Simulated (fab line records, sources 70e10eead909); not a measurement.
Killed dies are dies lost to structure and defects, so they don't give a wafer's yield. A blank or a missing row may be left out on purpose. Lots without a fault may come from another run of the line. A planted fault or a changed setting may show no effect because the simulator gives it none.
fab line records | flow nand_harc
record lots=13 wafers=39 last_day=32
route steps=1302 shown A_CONTACT@985 A_BONDPAD@1226 HYBRID_BOND@1237 THIN_TSV@1269 END@1302
lots that met no fault: from a run of the same line without faults
start_h: hours from the record's first day to the start of the lot's first wafer shown | wait_h: hours since the lot's step before | " the same as in the row above | L1.1+2: a row that stands for several wafers | - no value, or no start given | * or withheld: withheld | < > ~ a bound
route shown NAME@n: a module of which the file shows steps, and the number in the route of the first | usual: mean/standard deviation of fault-free wafers | same: alike in all rows | chamber/n: place in a boat | sites: the reading at each site | _std_site: their standard deviation | _edge_site: outer sites' mean less inner sites' | radius_mm: how far each site lies from the wafer's centre | mask NAME#n: copy n | behind: the tool/chamber that last shaped the wafer | hold: why the lot was held/for how many hours/how that ended | device: the transistor (n, p or np) that didn't switch | end of line: the same wafers' tests at the end of the route | a step without rows: its recipe alone | killed: dies lost to structure and defects at the first sort, not the wafer's yield | map: a wafer's dies, x killed, . not, _ none there
set.NAME: the setting as run; set.NAME@STEP: as run at that earlier step | model.NAME: the simulator's own value behind a step, which no gauge read
steps of the route over a sample of lots; a table a step, a row a wafer
services: from which hour (start_h, from the record's first day; less than 0 if before it) a tool's chamber was out of use, for how many hours, and why
## steps
# step NHARC_A_CONTACT_DEP_28
# recipe target_thk_a=70000 temp_c=400 material=aC
# usual throttle_valve_pct=34.999/0.009
# columns lot.wafer tool chamber start_h wait_h throttle_valve_pct
L459.2 acl_dep-02 0 481.28 2.8 34.988
L459.4 " 0 482.71 4.2 35.005
L459.5 " 0 " " 34.989
L461.1 acl_dep-03 0 503.63 5.0 34.993
L461.2 " 0 " " 35.001
L461.3 " 0 " " 35.012
L462.1 acl_dep-03 0 519.46 0.1 34.990
L462.2 " 0 " " 34.994
L462.5 " 0 522.29 2.9 35.003
L465.1 acl_dep-03 0 534.95 0.1 34.986
L465.3 " 0 536.37 1.5 35.000
L465.5 " 0 537.79 2.9 35.017
L464.1 acl_dep-03 0 539.99 0.1 35.001
L464.3 " 0 541.41 1.5 35.003
L464.4 " 0 " " 34.996
L466.3 acl_dep-01 0 568.74 2.7 35.030
L466.5 " 0 570.14 4.1 34.999
L466.6 " 0 " " 35.004
L473.2 acl_dep-02 0 627.98 5.7 34.994
L473.3 " 0 " " 34.994
L473.5 " 0 630.08 7.8 35.002
L474.3 acl_dep-03 0 628.82 6.5 35.007
L474.5 " 0 630.25 8.0 35.002
L474.6 " 0 " " 35.007
L476.2 acl_dep-01 0 650.96 0.8 34.997
L476.5 " 0 653.07 2.9 34.997
L476.6 " 0 " " 35.000
L477.2 acl_dep-02 0 678.85 0.9 34.988
L477.4 " 0 680.28 2.3 35.011
L477.5 " 0 " " 34.985
L478.1 acl_dep-01 0 683.52 0.1 34.985
L478.2 " 0 " " 35.002
L478.5 " 0 686.36 2.9 34.995
L481.1 acl_dep-03 0 697.63 0.1 34.982
L481.2 " 0 " " 35.009
L481.4 " 0 699.75 2.2 34.996
L480.4 acl_dep-01 0 699.83 2.2 35.005
L480.5 " 0 " " 34.990
L480.6 " 0 " " 34.999
# step NHARC_A_BONDPAD_PRE_CLEAN_26
# recipe time_s=30 temp_c=280 gas=H2/He
# usual heater_power_w=415/48
# columns lot.wafer tool chamber start_h wait_h heater_power_w
L459.4 pvd_sputter-02 - - - 344
L459.2 " - " " 400
L459.5 " - " " 349
L461.2 pvd_sputter-03 - - - 401
L461.1 " - " " 339
L461.3 " - " " 382
L462.1 pvd_sputter-01 - - - 394
L462.2 " - " " 372
L462.5 " - " " 447
L466.3 pvd_sputter-03 - - - 434
L466.6 " - " " 470
L466.5 " - " " 331
L473.2 pvd_sputter-02 - - - 409
L473.3 " - " " 416
L473.5 " - " " 512
L474.3 pvd_sputter-03 - - - 470
L474.6 " - " " 469
L474.5 " - " " 347
L476.2 pvd_sputter-02 - - - 410
L476.5 " - " " 404
L476.6 " - " " 370
L477.4 pvd_sputter-02 - - - 405
L477.2 " - " " 370
L477.5 " - " " 511
L478.1 pvd_sputter-02 - - - 505
L478.2 " - " " 410
L478.5 " - " " 362
L481.2 pvd_sputter-02 - - - 370
L481.4 " - " " 492
L481.1 " - " " 402
L480.4 pvd_sputter-01 - - - 449
L480.6 " - " " 424
L480.5 " - " " 448
# step NHARC_HYBRID_BOND_ACTIVATE_00
# recipe time_s=60 n2_flow_sccm=200 ar_flow_sccm=0 bias_power_w=0 chemistry=N2
# usual drypump_motor_current_A=5.7/0.3 oes_product_au=1.001/0.0078 rf_vpp_V=64.1/0.96 showerhead_plenum_p_Torr=1.79/0.075
# columns lot.wafer tool chamber start_h wait_h drypump_motor_current_A oes_product_au rf_hours_counter_h rf_vpp_V showerhead_plenum_p_Torr
L459.2 rie_diel-10 2 533.98 0.1 5.6 1.005 7 64.6 1.89
L459.4 " 0 " " 5.6 1.008 7 64.8 1.84
L459.5 " 1 " " 5.7 1.005 - 63.1 1.75
L461.3 rie_diel-02 2 549.71 0.1 6.6 0.999 32 63.7 1.81
L461.1 " 3 " " 5.8 0.996 45 62.5 1.63
L461.2 " 1 " " 5.4 1.007 41 64.8 1.87
L462.1 rie_diel-10 2 569.01 0.1 5.5 1.006 11 65.3 1.89
L462.2 " 0 " " 5.7 1.006 11 63.1 1.84
L462.5 " 1 " " 5.7 1.012 - 64.3 1.75
L466.3 rie_diel-10 2 614.72 0.1 5.5 1.003 0 64.8 1.89
L466.5 " 0 " " 5.7 1.003 - 65.0 1.84
L466.6 " 1 " " 5.7 1.004 - 64.0 1.75
L473.2 rie_diel-10 1 673.36 0.1 5.7 1.008 6 63.1 1.75
L473.3 " 2 " " 5.5 1.006 4 64.6 1.89
L473.5 " 0 " " 5.6 1.004 - 62.7 1.84
L474.3 rie_diel-10 0 673.62 0.1 5.6 1.007 6 64.0 1.84
L474.5 " 1 " " 5.7 1.007 - 63.6 1.75
L474.6 " 2 " " 5.5 1.009 - 65.5 1.89
L476.2 rie_diel-10 0 700.22 0.1 5.7 0.997 8 64.3 1.84
L476.5 " 3 " " 5.4 0.995 - 62.9 1.69
L476.6 " 0 " " 5.7 1.002 - 64.1 1.84
L477.4 rie_diel-02 2 726.50 0.1 6.6 1.006 47 65.3 1.80
L477.2 " 3 " " 5.8 0.990 48 66.5 1.90
L477.5 " 1 " " 5.4 1.003 - 64.4 1.86
L478.2 rie_diel-10 0 729.87 0.1 5.7 0.997 11 64.4 1.84
L478.1 " 2 " " 5.5 1.002 10 65.4 1.88
L478.5 " 0 " " 5.7 0.985 - 63.2 1.84
L481.1 rie_diel-10 3 745.05 0.1 5.3 1.003 13 64.1 1.69
L481.2 " 0 " " 5.7 0.996 12 65.5 1.84
L481.4 " 1 " " 5.7 1.018 12 63.2 1.74
L480.4 rie_diel-10 1 747.19 0.1 5.7 0.998 13 62.6 1.74
L480.6 " 1 " " 5.7 1.001 - 62.6 1.74
L480.5 " 2 " " 5.5 0.987 - 64.1 1.88
# step NHARC_THIN_TSV_STRIP_62
# recipe power_w=1500 temp_c=250 time_s=20 chemistry=N2/H2
# usual drypump_motor_current_A=5.6/0.35 heater_power_w=366/16
# columns lot.wafer tool chamber start_h wait_h drypump_motor_current_A heater_power_w rf_hours_counter_h
L459.2 plasma_asher-01 0 552.33 - 5.5 373 7
L459.4 " 1 " " 5.9 343 -
L459.5 " 0 " " 5.5 366 -
L461.2 plasma_asher-02 1 564.63 - 5.0 394 25
L461.1 " 0 " " 6.0 361 25
L461.3 " 1 " " 5.0 377 -
L462.1 plasma_asher-01 0 583.60 - 5.5 372 14
L462.2 " 1 " " 5.9 332 14
L462.5 " 1 " " 5.9 344 -
L466.3 plasma_asher-01 1 633.47 - 5.9 337 -
L466.5 " 0 " " 5.5 377 -
L466.6 " 1 " " 5.9 343 -
L473.2 plasma_asher-01 0 687.89 - 5.5 378 36
L473.3 " 1 " " 5.9 346 -
L473.5 " 1 " " 5.9 354 -
L474.3 plasma_asher-01 0 688.98 - 5.5 377 -
L474.6 " 0 " " 5.5 379 -
L474.5 " 1 " " 5.9 348 -
L476.2 plasma_asher-01 1 715.11 - 5.9 363 2
L476.6 " 0 " " 5.5 369 -
L476.5 " 1 " " 5.9 362 -
L477.2 plasma_asher-01 0 749.16 - 5.4 366 9
L477.4 " 0 " " 5.5 364 -
L477.5 " 1 " " 5.9 366 -
L478.2 plasma_asher-01 1 750.32 - 5.9 356 9
L478.1 " 0 " " 5.5 380 9
L478.5 " 0 " " 5.5 377 -
L481.2 plasma_asher-02 1 759.67 - 5.0 388 30
L481.1 " 0 " " 6.0 382 30
L481.4 " 0 " " 6.0 372 -
L480.4 plasma_asher-01 1 761.05 - 5.9 360 -
L480.6 " 0 " " 5.5 364 -
L480.5 " 1 " " 5.9 356 -
# step NHARC_END_SORT_01
# recipe temp_c=25
# usual killed_at_array=59/19 killed_at_other=0.6/0.85 killed_at_periphery=3.8/2.5 killed_dies=64/19 killed_open=3.3/1.8 killed_short=2.2/1.6
# same gross_dies=677
# columns lot.wafer tool chamber start_h wait_h hold killed_at_array killed_at_other killed_at_periphery killed_dies killed_open killed_short
L461.1 prober-01 0 577.07 2.5 - 29 0 4 33 4 2
L461.2 prober-01 0 577.87 2.8 - 31 0 2 33 3 3
L461.3 prober-01 0 578.68 3.1 - 35 0 7 42 4 3
L462.1 prober-02 0 596.01 2.5 - 64 0 2 66 3 2
L462.2 prober-02 0 596.80 2.8 - 74 2 2 78 1 5
L462.5 prober-02 0 599.19 3.7 - 62 0 7 69 1 3
L465.1 prober-02 0 605.90 2.5 await_dispo/1.6h/scrap 674 0 3 677 6 4
L465.3 prober-02 0 607.50 3.1 await_dispo/1.6h/scrap 675 0 2 677 6 1
L465.5 prober-02 0 609.09 3.7 await_dispo/1.6h/scrap 675 0 2 677 5 1
L464.1 prober-01 0 617.01 2.5 await_dispo/2.8h/scrap 670 0 7 677 3 3
L464.3 prober-01 0 618.60 3.1 await_dispo/2.8h/scrap 675 0 2 677 2 2
L464.4 prober-01 0 619.40 3.4 await_dispo/2.8h/scrap 668 0 9 677 8 2
L474.3 prober-01 0 701.90 3.1 - 68 0 2 70 3 0
L474.5 prober-01 0 703.50 3.7 - 75 0 2 77 1 2
L474.6 prober-01 0 704.31 4.0 - 69 2 5 76 3 5
L473.2 prober-02 0 707.96 2.8 - 41 0 2 43 3 2
L473.3 prober-02 0 708.76 3.1 - 39 0 3 42 2 1
L473.5 prober-02 0 710.38 3.7 - 32 0 2 34 1 2
L476.2 prober-01 0 728.35 2.8 - 77 3 2 82 2 2
L476.5 prober-01 0 730.71 3.7 - 72 1 0 73 2 0
L476.6 prober-01 0 731.50 3.9 - 71 1 4 76 1 0
L477.2 prober-01 0 762.55 2.8 - 56 0 9 65 4 3
L477.4 prober-01 0 764.15 3.4 - 73 0 3 76 2 4
L477.5 prober-01 0 764.94 3.7 - 73 1 6 80 4 3
L481.1 prober-02 0 772.77 2.5 - 40 1 4 45 3 3
L481.2 prober-02 0 773.56 2.8 - 51 2 2 55 3 2
L481.4 prober-02 0 775.14 3.4 - 52 0 2 54 5 2
L480.4 prober-01 0 774.56 3.4 - 51 2 4 57 4 1
L480.5 prober-01 0 775.37 3.7 - 63 0 6 69 2 3
L480.6 prober-01 0 776.18 4.0 - 60 2 2 64 2 3
# killed by level:class
L461.1 A_CHANNEL_HOLE_D2:chamber_film_flake=5 A_STAIRCASE:chamber_film_flake=5 A_CONTACT:chamber_film_flake=5 P_GATE:chamber_film_flake=3 A_WL_FILL:chamber_film_flake=3 A_DECK1_JOINT:chamber_film_flake=2 A_SLIT:chamber_film_flake=2 A_ONON_D1:geometric_particle:open=1
L461.2 A_CHANNEL_HOLE_D2:chamber_film_flake=7 A_STAIRCASE:chamber_film_flake=5 A_WL_FILL:chamber_film_flake=3 A_CHANNEL_FILL_D2:geometric_particle:open=2 P_CONTACT:chamber_film_flake=2 A_SLIT:chamber_film_flake=2 A_CONTACT:chamber_film_flake=2 A_ONON_D1:geometric_particle:short=1
L461.3 A_CHANNEL_HOLE_D2:chamber_film_flake=13 A_STAIRCASE:chamber_film_flake=7 A_CONTACT:chamber_film_flake=6 P_GATE:chamber_film_flake=3 A_CHANNEL_FILL_D1:geometric_particle:open=2 A_SGD_CUT:geometric_particle:short=2 A_CHANNEL_FILL_D1:chamber_film_flake=2 P_CONTACT:geometric_particle:open=1
L462.1 A_SLIT:chamber_film_flake=27 A_CHANNEL_HOLE_D2:chamber_film_flake=27 A_CONTACT:chamber_film_flake=3 P_STI:chamber_film_flake=2 A_DECK1_JOINT:chamber_film_flake=2 A_CHANNEL_FILL_D1:geometric_particle:open=1 A_ONON_D2:geometric_particle:open=1 A_CHANNEL_HOLE_D2:geometric_particle:open=1
L462.2 A_CHANNEL_HOLE_D2:chamber_film_flake=37 A_SLIT:chamber_film_flake=23 A_DECK1_JOINT:chamber_film_flake=4 P_STI:chamber_film_flake=2 A_CHANNEL_HOLE_D1:chamber_film_flake=2 A_CHANNEL_FILL_D1:geometric_particle:short=1 A_DECK1_JOINT:geometric_particle:short=1 A_CHANNEL_FILL_D2:geometric_particle:open=1
L462.5 A_SLIT:chamber_film_flake=29 A_CHANNEL_HOLE_D2:chamber_film_flake=21 P_STI:chamber_film_flake=7 A_STAIRCASE:chamber_film_flake=3 A_ONON_D1:geometric_particle:short=2 A_CHANNEL_HOLE_D1:chamber_film_flake=2 A_CONTACT:chamber_film_flake=2 A_SOURCE_PLATE:geometric_particle:short=1
L465.1 A_CONTACT:area_dep=615 A_CHANNEL_HOLE_D1:chamber_film_flake=35 A_CHANNEL_HOLE_D2:chamber_film_flake=10 A_CONTACT:chamber_film_flake=4 A_M0:geometric_particle:open=2 P_CONTACT:geometric_particle:open=1 A_ONON_D1:geometric_particle:open=1 A_CHANNEL_HOLE_D1:geometric_particle:short=1
L465.3 A_CONTACT:area_dep=611 A_CHANNEL_HOLE_D1:chamber_film_flake=34 A_CHANNEL_HOLE_D2:chamber_film_flake=12 A_CONTACT:chamber_film_flake=4 A_M0:chamber_film_flake=4 A_SLIT:chamber_film_flake=2 A_ONON_D1:geometric_particle:short=1 A_CHANNEL_HOLE_D1:geometric_particle:open=1
L465.5 A_CONTACT:area_dep=627 A_CHANNEL_HOLE_D1:chamber_film_flake=26 A_CHANNEL_HOLE_D2:chamber_film_flake=12 A_M0:geometric_particle:open=2 A_SLIT:chamber_film_flake=2 A_CHANNEL_FILL_D1:geometric_particle:open=1 A_SGD_CUT:geometric_particle:open=1 A_WL_FILL:geometric_particle:short=1
L464.1 A_CONTACT:area_dep=598 A_CHANNEL_HOLE_D2:chamber_film_flake=32 A_SLIT:chamber_film_flake=28 P_GATE:chamber_film_flake=6 A_CONTACT:chamber_film_flake=4 A_WL_FILL:geometric_particle:short=2 A_CHANNEL_HOLE_D1:chamber_film_flake=2 P_M0:geometric_particle:open=1
L464.3 A_CONTACT:area_dep=601 A_CHANNEL_HOLE_D2:chamber_film_flake=36 A_SLIT:chamber_film_flake=23 A_CONTACT:chamber_film_flake=8 P_CONTACT:geometric_particle:open=1 A_SOURCE_PLATE:geometric_particle:open=1 A_CHANNEL_FILL_D1:geometric_particle:short=1 A_STAIRCASE:geometric_particle:short=1
L464.4 A_CONTACT:area_dep=601 A_SLIT:chamber_film_flake=28 A_CHANNEL_HOLE_D2:chamber_film_flake=21 A_CONTACT:chamber_film_flake=7 P_GATE:chamber_film_flake=4 A_CHANNEL_HOLE_D1:chamber_film_flake=3 P_M0:geometric_particle:open=2 A_CHANNEL_FILL_D2:geometric_particle:open=2
L474.3 A_SLIT:chamber_film_flake=29 A_CHANNEL_HOLE_D1:chamber_film_flake=26 A_CONTACT:chamber_film_flake=6 A_CHANNEL_FILL_D2:chamber_film_flake=3 A_BLC:geometric_particle:open=2 P_CONTACT:geometric_particle:open=1 P_GATE:chamber_film_flake=1 A_ZERO_WELL:chamber_film_flake=1
L474.5 A_CHANNEL_HOLE_D1:chamber_film_flake=34 A_SLIT:chamber_film_flake=33 A_STAIRCASE:chamber_film_flake=2 A_CONTACT:chamber_film_flake=2 P_CONTACT:geometric_particle:short=1 A_CHANNEL_FILL_D1:geometric_particle:open=1 A_CONTACT:geometric_particle:short=1 P_GATE:chamber_film_flake=1
L474.6 A_SLIT:chamber_film_flake=33 A_CHANNEL_HOLE_D1:chamber_film_flake=21 A_STAIRCASE:chamber_film_flake=4 P_ZERO_WELL:chamber_film_flake=3 A_WL_FILL:chamber_film_flake=2 P_CONTACT:geometric_particle:short=1 P_M0:geometric_particle:open=1 A_ONON_D1:geometric_particle:short=1
L473.2 A_CHANNEL_HOLE_D2:chamber_film_flake=13 A_CHANNEL_HOLE_D1:chamber_film_flake=10 A_CONTACT:chamber_film_flake=6 A_SLIT:chamber_film_flake=2 A_WL_FILL:chamber_film_flake=2 A_ONON_D1:geometric_particle:short=1 A_CHANNEL_FILL_D1:geometric_particle:open=1 A_ONON_D2:geometric_particle:open=1
L473.3 A_CHANNEL_HOLE_D2:chamber_film_flake=18 A_CHANNEL_HOLE_D1:chamber_film_flake=9 A_CONTACT:chamber_film_flake=4 P_M0:chamber_film_flake=2 A_SLIT:chamber_film_flake=2 A_ONON_D1:geometric_particle:short=1 A_ONON_D1:geometric_particle:open=1 A_CONTACT:geometric_particle:open=1
L473.5 A_CHANNEL_HOLE_D2:chamber_film_flake=14 A_CHANNEL_HOLE_D1:chamber_film_flake=5 A_SLIT:chamber_film_flake=4 A_CHANNEL_FILL_D1:geometric_particle:short=1 A_ONON_D2:geometric_particle:short=1 A_CHANNEL_FILL_D2:geometric_particle:open=1 P_ZERO_WELL:chamber_film_flake=1 P_M0:chamber_film_flake=1
L476.2 A_CHANNEL_HOLE_D1:chamber_film_flake=35 A_CHANNEL_HOLE_D2:chamber_film_flake=21 A_SGD_CUT:chamber_film_flake=6 A_STAIRCASE:chamber_film_flake=3 A_CONTACT:chamber_film_flake=3 THIN_TSV:chamber_film_flake=3 A_SLIT:chamber_film_flake=2 A_CHANNEL_FILL_D2:chamber_film_flake=2
L476.5 A_CHANNEL_HOLE_D1:chamber_film_flake=29 A_CHANNEL_HOLE_D2:chamber_film_flake=19 A_SLIT:chamber_film_flake=6 A_WL_FILL:chamber_film_flake=5 A_SGD_CUT:chamber_film_flake=4 A_CONTACT:chamber_film_flake=3 A_STAIRCASE:chamber_film_flake=2 A_CHANNEL_HOLE_D2:geometric_particle:open=1
L476.6 A_CHANNEL_HOLE_D1:chamber_film_flake=25 A_CHANNEL_HOLE_D2:chamber_film_flake=22 P_ZERO_WELL:chamber_film_flake=4 A_SGD_CUT:chamber_film_flake=4 A_CONTACT:chamber_film_flake=4 A_CHANNEL_FILL_D2:chamber_film_flake=3 A_SLIT:chamber_film_flake=3 A_ZERO_WELL:chamber_film_flake=2
L477.2 A_SLIT:chamber_film_flake=27 A_CHANNEL_HOLE_D1:chamber_film_flake=18 A_ZERO_WELL:chamber_film_flake=3 P_STI:chamber_film_flake=2 P_GATE:chamber_film_flake=2 A_STAIRCASE:chamber_film_flake=2 P_CONTACT:geometric_particle:short=1 P_CONTACT:geometric_particle:open=1
L477.4 A_SLIT:chamber_film_flake=33 A_CHANNEL_HOLE_D1:chamber_film_flake=24 P_GATE:chamber_film_flake=3 A_WL_FILL:chamber_film_flake=3 A_CONTACT:chamber_film_flake=3 A_ONON_D2:geometric_particle:short=2 A_DECK1_JOINT:chamber_film_flake=2 A_STAIRCASE:chamber_film_flake=2
L477.5 A_SLIT:chamber_film_flake=36 A_CHANNEL_HOLE_D1:chamber_film_flake=22 A_CONTACT:chamber_film_flake=7 P_GATE:chamber_film_flake=4 P_M1:geometric_particle:open=1 A_ONON_D1:geometric_particle:open=1 A_CHANNEL_FILL_D1:geometric_particle:short=1 A_WL_FILL:geometric_particle:short=1
L481.1 A_SLIT:chamber_film_flake=22 A_CHANNEL_HOLE_D1:chamber_film_flake=10 P_STI:chamber_film_flake=2 P_CONTACT:geometric_particle:open=1 A_ONON_D1:geometric_particle:short=1 A_CHANNEL_HOLE_D1:geometric_particle:open=1 A_CHANNEL_FILL_D2:geometric_particle:short=1 A_WL_FILL:geometric_particle:short=1
L481.2 A_SLIT:chamber_film_flake=21 A_CHANNEL_HOLE_D1:chamber_film_flake=17 A_STAIRCASE:chamber_film_flake=3 A_DECK1_JOINT:chamber_film_flake=2 A_CHANNEL_HOLE_D2:chamber_film_flake=2 THIN_TSV:chamber_film_flake=2 A_CHANNEL_FILL_D1:geometric_particle:short=1 A_CHANNEL_FILL_D2:geometric_particle:open=1
L480.4 A_CHANNEL_HOLE_D2:chamber_film_flake=18 A_CHANNEL_HOLE_D1:chamber_film_flake=12 A_CONTACT:chamber_film_flake=8 A_SLIT:chamber_film_flake=5 P_STI:chamber_film_flake=4 A_WL_FILL:chamber_film_flake=2 A_ONON_D1:geometric_particle:open=1 A_ONON_D2:geometric_particle:open=1
L481.4 A_SLIT:chamber_film_flake=26 A_CHANNEL_HOLE_D1:chamber_film_flake=11 A_CHANNEL_FILL_D2:geometric_particle:open=2 A_CHANNEL_HOLE_D2:chamber_film_flake=2 P_GATE:chamber_film_flake=2 A_DECK1_JOINT:chamber_film_flake=2 A_CHANNEL_FILL_D2:chamber_film_flake=2 A_STAIRCASE:chamber_film_flake=2
L480.5 A_CHANNEL_HOLE_D2:chamber_film_flake=18 A_CHANNEL_HOLE_D1:chamber_film_flake=15 A_CONTACT:chamber_film_flake=9 A_SLIT:chamber_film_flake=8 A_STAIRCASE:chamber_film_flake=5 P_STI:chamber_film_flake=4 A_DECK1_JOINT:chamber_film_flake=4 P_GATE:geometric_particle:short=1
L480.6 A_CHANNEL_HOLE_D2:chamber_film_flake=20 A_CONTACT:chamber_film_flake=10 A_CHANNEL_HOLE_D1:chamber_film_flake=10 A_STAIRCASE:chamber_film_flake=9 A_SLIT:chamber_film_flake=5 A_DECK1_JOINT:chamber_film_flake=2 P_M0:geometric_particle:short=1 A_ONON_D2:geometric_particle:short=1
## services
# columns tool chamber start_h hours kind
pvd_sputter-02 - 460.00 10.0 pm
rie_diel-10 1 480.53 8.6 repair
rie_diel-10 0 481.35 3.4 repair
acl_dep-03 - 485.00 13.0 pm
pvd_sputter-02 - 489.51 2.3 repair
acl_dep-01 - 512.51 1.4 repair
acl_dep-03 - 518.10 0.4 repair
plasma_asher-01 - 519.08 9.0 pm
plasma_asher-01 - 541.54 7.6 repair
rie_diel-10 1 544.53 6.9 repair
acl_dep-01 - 554.34 13.0 pm
pvd_sputter-03 - 561.36 10.0 pm
pvd_sputter-03 - 579.22 2.2 repair
acl_dep-03 - 579.38 4.1 repair
pvd_sputter-03 - 590.04 2.5 repair
rie_diel-10 - 596.92 9.0 pm
rie_diel-10 2 634.53 4.5 repair
pvd_sputter-02 - 638.00 10.0 pm
acl_dep-03 - 667.72 13.0 pm
plasma_asher-01 - 672.40 1.4 repair
pvd_sputter-02 - 678.02 1.4 repair
plasma_asher-01 - 696.08 9.0 pm
acl_dep-01 - 735.98 13.0 pm
acl_dep-03 - 750.72 1.4 repair
## key
first_sign step=NHARC_END_SORT_01 reading=killed_dies direction=up sigmas=33 usual=64 struck=677
effect step=NHARC_END_SORT_01 reading=killed_at_array direction=up sigmas=33 usual=59 struck=673
more_kills_born_at NHARC_A_CONTACT_DEP_28@acl_dep-03=3653
met_at NHARC_A_CONTACT_DEP_28
struck_lots L464,L465
struck_wafers L464.1,L464.3,L464.4,L465.1,L465.3,L465.5
later_rows_left_out L464.1,L464.3,L464.4,L465.1,L465.3,L465.5
tester_left_out L464,L465
not_acting_at NHARC_A_BONDPAD_PRE_CLEAN_26,NHARC_HYBRID_BOND_ACTIVATE_00,NHARC_THIN_TSV_STRIP_62
fault kind=process_parameter_drift tool=acl_dep-03 chamber=0 onset_h=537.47 steps=NHARC_A_CONTACT_DEP_28 channel=target_thk_a offset=* shape=step end_h=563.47 acts_in=* stated=*
# tester_left_out: of these lots the tester's yield and bins aren't shown, on N5 and GAA mostly nor the transistor test; their killed dies are dies lost to structure and defects alone, not to doping, threshold or leakage, so they don't give the yield
# later_rows_left_out: the simulator's readings of these wafers behind a module that went badly wrong aren't trusted and aren't shown, but for the sort
